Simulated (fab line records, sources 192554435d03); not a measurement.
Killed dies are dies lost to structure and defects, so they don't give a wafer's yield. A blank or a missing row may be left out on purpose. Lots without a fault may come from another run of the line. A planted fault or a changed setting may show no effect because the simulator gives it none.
Chamber matching | flow n5_finfet | N5_BEOL_M4_CVD_47 on cvd_co-01: 3 sister chambers
The step deposits Co from CCTBA/H2, target thk 3 nm, time 223.8 s. 3 wafers are shown with their chamber, then 7 later ones without.

WAFERS WITH THEIR CHAMBER
wafer  | chamber | run_length_s (s)
L899.4 | 2       | 246.2
L903.4 | 1       | 245.7
L903.5 | 0       | 247.6

WAFERS WITHOUT THEIR CHAMBER
wafer  | run_length_s (s)
L900.3 | 247.4
L900.4 | 245.8
L900.5 | 246.5
L905.3 | 247.1
L905.4 | 248.2
L906.4 | 245.9
L906.6 | 247.6

WHICH CHAMBER EACH WENT THROUGH
wafer  | from the rows above     | in truth
L900.3 | 0                       | 0
L900.4 | can't be placed: 1 or 2 | 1
L900.5 | can't be placed: 2 or 1 | 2
L905.3 | can't be placed: 0 or 2 | 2
L905.4 | 0                       | 0
L906.4 | can't be placed: 1 or 2 | 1
L906.6 | 0                       | 0
Placed correctly: 3 of 7. Can't be placed from these rows: 4 (the true chamber is among the candidates in 4). Placed wrongly: 0.
How it was worked out, from the rows above alone: a wafer's distance from a chamber is the root of the sum, over the readings, of the square of ((its reading less the chamber's mean) divided by the reading's scatter). The wafer belongs to the nearest chamber; if the next one is less than 2 further off, it can't be placed. A chamber's mean is the mean of its shown wafers. The scatter: with one shown wafer a chamber, the root of the mean of the squares of how far each hidden wafer lies from its nearest shown one.
